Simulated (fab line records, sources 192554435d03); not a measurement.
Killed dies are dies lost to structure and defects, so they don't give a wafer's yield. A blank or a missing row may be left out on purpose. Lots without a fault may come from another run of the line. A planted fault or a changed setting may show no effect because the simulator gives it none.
fab line records | flow n5_finfet
record lots=10 wafers=28 last_day=19
route steps=1938 shown BEOL_M2@882 BEOL_M4@1111
lots that met no fault: from a run of the same line without faults
start_h: hours from the record's first day to the start of the lot's first wafer shown | wait_h: hours since the lot's step before | " the same as in the row above | L1.1+2: a row that stands for several wafers | - no value, or no start given | * or withheld: withheld | < > ~ a bound
route shown NAME@n: a module of which the file shows steps, and the number in the route of the first | usual: mean/standard deviation of fault-free wafers | same: alike in all rows | chamber/n: place in a boat | sites: the reading at each site | _std_site: their standard deviation | _edge_site: outer sites' mean less inner sites' | radius_mm: how far each site lies from the wafer's centre | mask NAME#n: copy n | behind: the tool/chamber that last shaped the wafer | hold: why the lot was held/for how many hours/how that ended | device: the transistor (n, p or np) that didn't switch | end of line: the same wafers' tests at the end of the route | a step without rows: its recipe alone | killed: dies lost to structure and defects at the first sort, not the wafer's yield | map: a wafer's dies, x killed, . not, _ none there
set.NAME: the setting as run; set.NAME@STEP: as run at that earlier step | model.NAME: the simulator's own value behind a step, which no gauge read
steps of the route over a sample of lots; a table a step, a row a wafer
services: from which hour (start_h, from the record's first day; less than 0 if before it) a tool's chamber was out of use, for how many hours, and why
## steps
# step N5_BEOL_M2_ALD_98
# recipe material=SiO2 target_thk_a=25 temp_c=100 ald_precursor_family=BDEAS ald_co_reactant=O2-plasma pulse_time_s=1 co_reactant_pulse_time_s=1 purge_time_s=2 co_reactant_purge_time_s=2 ald_cycles=17 pressure_torr=2
# usual ald_cycles=17/0 heater_power_outer_w=41/5.3 heater_power_w=78/9 precursor_pulse_height_rel=1.001/0.023
# columns lot.wafer tool chamber start_h wait_h ald_cycles heater_power_outer_w heater_power_w precursor_pulse_height_rel
L571.1 ald_sin-02 1 141.24 0.1 17 40 81 1.008
L571.3 " 3 " " 17 40 78 0.991
L571.5 " 0 " " 17 42 76 1.014
L572.2 ald_sin-02 1 148.15 0.1 17 41 80 0.975
L572.3 " 2 " " 17 53 99 0.984
L572.6 " 0 " " 17 42 79 0.954
L576.1 ald_sin-01 0 162.21 0.1 17 38 71 1.007
L576.3 " 2 " " 17 36 68 0.974
L576.5 " 3 " " 17 43 79 0.969
L577.1 ald_sin-02 2 183.45 0.2 17 54 100 1.060
L577.3 " 0 " " 17 40 80 1.012
L577.5 " 1 " " 17 40 80 1.030
L580.4 ald_sin-02 1 194.13 0.1 17 40 79 1.002
L580.5 " 2 " " 17 55 103 1.023
L585.2 ald_sin-01 2 220.43 0.1 17 37 70 1.046
L585.4 " 3 " " 17 40 78 1.015
L589.1 ald_sin-03 2 263.18 0.9 17 38 75 0.975
L589.2 " 0 " " 17 35 65 0.993
L589.6 " 3 " " 17 40 71 0.989
L590.3 ald_sin-02 0 278.17 1.3 17 41 78 1.011
L590.4 " 3 " " 17 39 76 0.979
L590.5 " 0 " " 17 40 78 0.973
L588.1 ald_sin-01 3 284.34 0.1 17 41 79 1.016
L588.3 " 1 " " 17 45 85 1.016
L588.6 " 1 " " 17 46 84 1.030
L594.1 ald_sin-01 3 292.16 0.1 17 42 78 1.006
L594.2 " 1 " " 17 44 84 1.012
L594.5 " 0 " " 17 38 72 1.001
# step N5_BEOL_M2_VIA_ETCH_34
# recipe chemistry=C4F6/O2 target_depth_a=694 mask_material=SOC pressure_mtorr=15 ion_energy_ev=250 taper_deg=4 time_s=65.9 source_w=350 bias_w=170 Ar_flow_sccm=300 C4F6_flow_sccm=10 O2_flow_sccm=10
# usual drypump_motor_current_A=5.8/0.5 mfc_ar_sccm=300.0/1 oes_ar_750_au=0.80/0.075 oes_product_au=0.80/0.081 rf_vpp_V=666/7 showerhead_plenum_p_Torr=2.85/0.06 throttle_valve_pct=30.85/0.21
# columns lot.wafer tool chamber start_h wait_h drypump_motor_current_A mfc_ar_sccm oes_ar_750_au oes_product_au rf_hours_counter_h rf_vpp_V showerhead_plenum_p_Torr throttle_valve_pct
L571.1 rie_diel-01 3 148.90 0.0 5.2 302.0 0.78 0.78 116 657 2.85 31.08
L571.3 " 0 " " 6.5 299.3 0.87 0.88 42 671 2.79 30.74
L571.5 " 3 " " 5.2 302.0 0.79 0.78 - 656 2.85 31.07
L572.2 rie_diel-01 3 155.28 0.0 5.2 300.6 0.78 0.78 119 655 2.85 31.09
L572.3 " 1 " " 5.7 298.3 0.77 0.76 162 661 2.84 30.94
L572.6 " 0 " " 6.5 297.3 0.86 0.87 - 671 2.79 30.74
L576.1 rie_diel-01 0 165.33 0.0 6.5 300.6 0.86 0.86 48 669 2.79 30.75
L576.3 " 1 " " 5.6 300.3 0.76 0.76 164 662 2.84 30.95
L576.5 " 0 " " 6.5 300.4 0.86 0.86 - 671 2.79 30.74
L577.1 rie_diel-05 1 187.28 0.0 6.6 299.8 0.78 0.79 141 660 2.85 30.63
L577.3 " 2 " " 6.0 300.5 0.74 0.73 198 666 2.93 30.93
L577.5 " 0 " " 5.7 299.6 0.81 0.82 - 672 3.00 30.92
L580.4 rie_diel-05 1 204.43 0.0 6.6 299.8 0.77 0.77 145 659 2.85 30.61
L580.5 " 1 " " 6.6 300.6 0.77 0.77 - 660 2.85 30.61
L585.2 rie_diel-01 1 228.48 0.0 5.7 300.4 0.75 0.74 188 663 2.83 30.96
L585.4 " 2 " " 5.0 300.8 0.99 0.99 0 682 2.91 30.41
L589.1 rie_diel-04 2 282.94 0.0 5.5 298.8 0.69 0.68 218 663 2.82 31.18
L589.2 " 1 " " 6.2 300.2 0.90 0.90 23 667 2.78 30.58
L589.6 " 1 " " 6.2 299.5 0.90 0.91 - 667 2.78 30.58
L590.3 rie_diel-01 0 282.94 0.0 6.5 298.0 0.80 0.82 91 671 2.77 30.79
L590.4 " 2 " " 5.0 299.6 0.91 0.93 21 681 2.91 30.42
L590.5 " 1 " " 5.6 299.9 0.73 0.73 - 662 2.82 30.99
L588.1 rie_diel-04 3 292.51 0.0 5.5 300.6 0.85 0.86 59 668 2.89 30.82
L588.3 " 1 " " 6.3 299.8 0.89 0.90 26 666 2.78 30.61
L588.6 " 0 " " 6.2 300.2 0.86 0.87 - 675 2.89 30.62
L594.1 rie_diel-01 0 304.08 0.0 6.5 300.0 0.80 0.81 98 670 2.77 30.79
L594.2 " 2 " " 5.0 300.4 0.89 0.90 29 680 2.90 30.43
L594.5 " 3 " " 5.2 298.8 0.73 0.72 - 654 2.83 31.13
# step N5_BEOL_M2_ALD_84
# recipe material=TaN target_thk_a=* temp_c=275 ald_precursor_family=PDMAT ald_co_reactant=NH3 pressure_torr=3 carrier_flow_sccm=1500 pulse_time_s=2 purge_time_s=3 co_reactant_purge_time_s=2 co_reactant_pulse_time_s=3 ald_cycles=30 precursor_vessel_temp_c=75 precursor_vessel_pressure_torr=26.25 precursor_vessel_carrier_sccm=1000
# usual ald_cycles=30/0 heater_power_outer_w=229/21 heater_power_w=419/42
# columns lot.wafer tool chamber start_h wait_h ald_cycles heater_power_outer_w heater_power_w
L571.1 ald_metal-03 0 149.89 0.0 30 264 491
L571.3 " 1 " " 30 203 364
L571.5 " 2 " " 30 224 423
L572.2 ald_metal-02 3 156.21 0.0 30 229 397
L572.3 " 2 " " 30 223 442
L572.6 " 3 " " 30 227 406
L576.1 ald_metal-01 2 166.02 0.0 30 239 440
L576.3 " 3 " " 30 225 411
L576.5 " 3 " " 30 230 413
L577.1 ald_metal-01 1 188.02 0.1 30 186 334
L577.3 " 0 " " 30 225 469
L577.5 " 1 " " 30 194 339
L580.4 ald_metal-01 0 205.35 0.2 30 227 471
L580.5 " 2 " " 29 239 428
L585.2 ald_metal-01 1 229.07 0.0 29 185 339
L585.4 " 0 " " 30 224 477
L590.3 ald_metal-03 1 283.94 0.0 30 207 366
L590.4 " 2 " " 30 224 415
L590.5 " 1 " " 30 205 362
L589.1 ald_metal-02 0 284.10 0.0 30 246 443
L589.2 " 2 " " 30 222 442
L589.6 " 1 " " 30 249 438
L588.1 ald_metal-01 0 293.29 0.1 30 227 456
L588.3 " 2 " " 30 238 432
L588.6 " 0 " " 30 228 466
L594.1 ald_metal-03 0 304.90 0.1 30 276 488
L594.2 " 2 " " 30 219 402
L594.5 " 3 " " 30 200 374
# step N5_BEOL_M2_SPUTTER_48
# recipe material=Cu target_thk_a=45 temp_c=-20 chamber_pressure_pa=0.07 power_w=withheld time_s=8.29
# usual throttle_valve_pct=29.9/1.2
# columns lot.wafer tool chamber start_h wait_h throttle_valve_pct
L571.1 pvd_sputter-01 - 150.97 0.1 28.0
L571.3 " - " " 30.5
L571.5 " - " " 30.4
L572.2 pvd_sputter-03 - 156.66 0.1 29.4
L572.3 " - " " 31.1
L572.6 " - " " 32.1
L576.1 pvd_sputter-01 - 166.71 0.1 28.2
L576.3 " - " " 30.1
L576.5 " - " " 28.9
L577.1 pvd_sputter-01 - 190.24 1.5 28.1
L577.3 " - " " 30.0
L577.5 " - " " 29.9
L580.4 pvd_sputter-03 - 205.87 0.1 29.1
L580.5 " - " " 29.1
L585.2 pvd_sputter-01 - 229.59 0.1 29.9
L585.4 " - " " 28.3
L590.3 pvd_sputter-03 - 284.54 0.2 31.0
L590.4 " - " " 32.1
L590.5 " - " " 32.4
L589.1 pvd_sputter-02 - 284.75 0.2 30.3
L589.2 " - " " 28.4
L589.6 " - " " 30.2
L588.1 pvd_sputter-02 - 295.63 1.8 30.3
L588.3 " - " " 31.3
L588.6 " - " " 28.5
L594.1 pvd_sputter-03 - 306.44 1.1 31.1
L594.2 " - " " 28.9
L594.5 " - " " 32.5
# step N5_BEOL_M4_RC_MEAS_101
# usual DIBL_N=36.6/1.3 DIBL_P=36.4/1.4 IOFF_N=0.167/0.023 IOFF_P=0.219/0.029 ION_N=678/8.7 ION_P=464/6.4 SS_N=71.5/0.53 SS_P=73.4/0.57 VT_N=248.5/2.8 VT_P=-249/3.1
# columns lot.wafer tool chamber start_h wait_h DIBL_N[mV/V] DIBL_P[mV/V] IOFF_N[nA/um] IOFF_P[nA/um] ION_N[uA/um] ION_P[uA/um] SS_N[mV/dec] SS_P[mV/dec] VT_N[mV] VT_P[mV]
L571.1 prober-01 0 185.19 0.0 37.4 37.4 0.195 0.237 697 467 72.2 73.3 243.2 -248
L571.3 " 0 " " 37.8 37.4 0.193 0.224 690 465 70.9 72.9 245.4 -249
L571.5 " 0 " " 36.8 36.8 0.171 0.216 683 465 71.2 73.5 248.1 -250
L572.2 prober-01 0 198.35 0.2 39.7 38.0 0.211 0.267 692 469 72.4 74.2 244.7 -246
L572.3 " 0 " " 37.9 35.7 0.180 0.226 686 469 71.0 73.1 245.5 -248
L572.6 " 0 " " 37.8 35.3 0.174 0.220 674 463 71.6 72.9 247.3 -249
L576.1 prober-02 0 201.08 0.0 34.3 33.1 0.125 0.212 660 468 71.6 72.4 254.0 -247
L576.3 " 0 " " 35.1 33.8 0.132 0.219 673 475 71.4 72.5 253.4 -249
L576.5 " 0 " " 36.7 35.5 0.164 0.256 675 476 73.2 72.3 249.6 -245
L577.1 prober-02 0 226.52 0.0 39.2 38.2 0.191 0.240 684 465 72.3 73.7 248.0 -246
L577.3 " 0 " " 37.6 36.8 0.175 0.219 681 464 72.0 72.9 247.0 -248
L577.5 " 0 " " 38.4 37.3 0.176 0.224 684 466 72.6 73.1 248.2 -246
L580.4 prober-01 0 300.46 0.5 37.5 38.7 0.216 0.273 671 466 71.8 73.4 248.1 -248
L580.5 " 0 " " 36.5 37.6 0.195 0.262 671 469 71.5 74.1 247.5 -249
L585.2 prober-01 0 308.67 0.2 35.6 36.9 0.159 0.228 675 461 70.3 73.5 249.4 -247
L585.4 " 0 " " 36.5 36.5 0.169 0.222 670 459 71.2 73.4 247.3 -246
L590.3 prober-01 0 330.29 0.3 36.4 36.8 0.165 0.212 667 458 71.5 73.0 246.2 -250
L590.4 " 0 " " 37.5 38.0 0.173 0.237 670 463 71.5 73.5 247.3 -248
L590.5 " 0 " " 37.3 37.8 0.172 0.228 668 461 71.3 73.2 247.1 -251
L589.1 prober-02 0 332.15 0.0 35.9 35.4 0.156 0.219 675 464 70.9 73.2 246.8 -250
L589.2 " 0 " " 35.2 35.2 0.148 0.225 681 472 70.5 73.5 249.7 -248
L589.6 " 0 " " 36.6 36.0 0.169 0.230 681 466 70.9 73.4 246.5 -248
L588.1 prober-02 0 334.87 0.0 35.9 35.8 0.145 0.185 671 463 70.8 72.9 248.9 -254
L588.3 " 0 " " 37.9 39.4 0.187 0.237 676 460 71.9 74.0 245.3 -249
L588.6 " 0 " " 36.3 36.2 0.144 0.190 673 460 71.6 73.7 253.4 -252
L594.1 prober-02 0 351.41 0.0 36.2 37.2 0.160 0.197 679 461 71.8 72.2 248.6 -252
L594.2 " 0 " " 36.1 36.6 0.153 0.182 676 457 71.3 72.6 251.2 -250
L594.5 " 0 " " 35.8 36.3 0.151 0.179 679 460 70.9 72.6 250.6 -252
## services
# columns tool chamber start_h hours kind
rie_diel-04 - 119.54 2.3 repair
ald_sin-02 1 121.26 3.1 repair
ald_metal-02 2 127.61 13.4 repair
rie_diel-05 - 132.88 14.6 pm
ald_metal-02 1 137.33 14.8 repair
ald_sin-02 1 154.93 13.9 repair
rie_diel-04 1 176.16 8.1 repair
ald_metal-02 - 179.38 14.6 pm
rie_diel-01 0 182.28 1.9 repair
ald_sin-02 3 182.80 13.9 repair
rie_diel-01 2 190.80 1.6 repair
ald_metal-02 - 193.98 2.8 pm
ald_sin-01 - 211.62 0.5 repair
ald_metal-03 - 211.76 14.6 pm
rie_diel-04 0 214.62 7.9 repair
ald_sin-02 0 225.75 11.5 repair
ald_metal-03 - 226.36 2.8 pm
ald_metal-01 3 259.70 3.6 repair
pvd_sputter-02 - 265.13 12.8 repair
ald_sin-02 0 272.17 3.8 repair
rie_diel-04 2 287.32 7.5 repair
ald_metal-01 1 289.58 29.9 repair
ald_sin-02 1 298.49 19.7 repair
ald_sin-01 2 302.50 9.0 repair
## key
first_sign step=N5_BEOL_M2_ALD_84 reading=ald_cycles direction=down sigmas=99+ usual=* struck=*
effect none on later readings
met_at N5_BEOL_M2_ALD_84
struck_lots L580,L585
struck_wafers L580.5,L585.2
not_acting_at N5_BEOL_M2_ALD_98,N5_BEOL_M2_VIA_ETCH_34,N5_BEOL_M2_SPUTTER_48
onset_between 188.02 205.35
fault kind=process_parameter_drift tool=ald_metal-01 chamber=- onset_h=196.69 steps=N5_BEOL_M2_ALD_84 channel=ald_cycles offset=* shape=step end_h=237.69 scope=struck_wafers_only acts_in=* stated=*
